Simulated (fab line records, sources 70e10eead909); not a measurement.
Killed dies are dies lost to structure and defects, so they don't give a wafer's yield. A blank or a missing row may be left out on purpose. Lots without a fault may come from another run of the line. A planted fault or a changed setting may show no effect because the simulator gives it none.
One fault seen from 3 desks | flow nand_harc | each desk has only its own numbers; what lay behind them comes last

THE TOOL OWNER'S DESK: pecvd_onon-03
The tool's own readings at NHARC_A_ONON_D1_DEP_25 (target thk 1000 nm): means of the sampled wafers that have a number, for each lot that ran on this tool. A lot is out of limits, marked OUT, if its mean lies more than 4 standard deviations from the usual mean; the brackets give that distance.
Columns: A = n2_flow_sccm at NHARC_A_ONON_D1_DEP_25, usual 2751 sccm
lot  | first seen here | A
L855 | day 8 00:33     | 2752
L859 | day 9 03:38     | 2755
L861 | day 9 19:16     | 2748
L863 | day 10 06:18    | 2762
L865 | day 10 15:55    | 2754
L866 | day 11 22:14    | 2753
This desk's finding: nothing out of limits on any of the 6 lots.

THE METROLOGY DESK
What the gauges read, lot by lot, whatever tool the lot ran on: means of the sampled wafers that have a number. A lot is out of limits, marked OUT, if its mean lies more than 4 standard deviations from the usual mean; the brackets give that distance.
Columns: A = thk_nm at NHARC_A_ONON_D1_THK_MEAS_27, usual 1000 nm
lot  | first seen here | A
L855 | day 8 01:03     | 997
L856 | day 8 01:03     | 988
L857 | day 8 18:57     | 1011
L859 | day 9 04:01     | 1023
L862 | day 9 19:42     | 1002
L861 | day 9 19:44     | 1008
L863 | day 10 06:49    | 1004
L865 | day 10 16:25    | 647 (-37) OUT
L866 | day 11 22:41    | 669 (-35) OUT
L875 | day 12 18:29    | 997
L874 | day 12 18:31    | 987
L876 | day 13 09:39    | 1006
L878 | day 13 19:32    | 1000
This desk's finding: out of limits on L865, L866; first on L865, day 10 16:25 (thk_nm at NHARC_A_ONON_D1_THK_MEAS_27). In limits: L855, L856, L857, L859, L862, L861, L863, L875, L874, L876, L878.

THE DEFECT DESK
What the inspections along the route counted, lot by lot: means of the sampled wafers that have a number. A lot is out of limits, marked OUT, if its mean lies more than 4 standard deviations from the usual mean; the brackets give that distance.
Columns: A = raw_defect_count at NHARC_A_ZERO_WELL_INSPECT_17, usual 13
lot  | first seen here | A
L855 | day 6 04:37     | 12
L856 | day 6 14:01     | 5
L857 | day 7 10:40     | 13
L859 | day 7 19:36     | 7
L862 | day 8 09:38     | 15
L861 | day 8 10:04     | 8
L863 | day 8 20:28     | 12
L865 | day 9 07:59     | 16
L866 | day 10 14:46    | 20
L875 | day 11 07:24    | 8
L874 | day 11 08:26    | 12
L876 | day 12 00:43    | 25
L878 | day 12 10:33    | 9
This desk's finding: nothing out of limits on any of the 13 lots.

PUT TOGETHER
The metrology desk could have raised an alarm at day 10 16:25, on L865, L866.
The tool owner's desk saw nothing out of limits.
The defect desk saw nothing out of limits.
The tool owner's desk has L865, L866 on record, within its limits.
The defect desk has L865, L866 on record, within its limits.
Of the lots named, all ran NHARC_A_ONON_D1_DEP_25 on pecvd_onon-03.

WHAT THE SIMULATOR HAD PUT IN
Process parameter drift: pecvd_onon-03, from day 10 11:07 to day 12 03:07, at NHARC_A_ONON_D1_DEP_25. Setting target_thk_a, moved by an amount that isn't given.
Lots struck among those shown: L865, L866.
Hours from the fault's start to each desk's first reading out of limits: the metrology desk, 5.
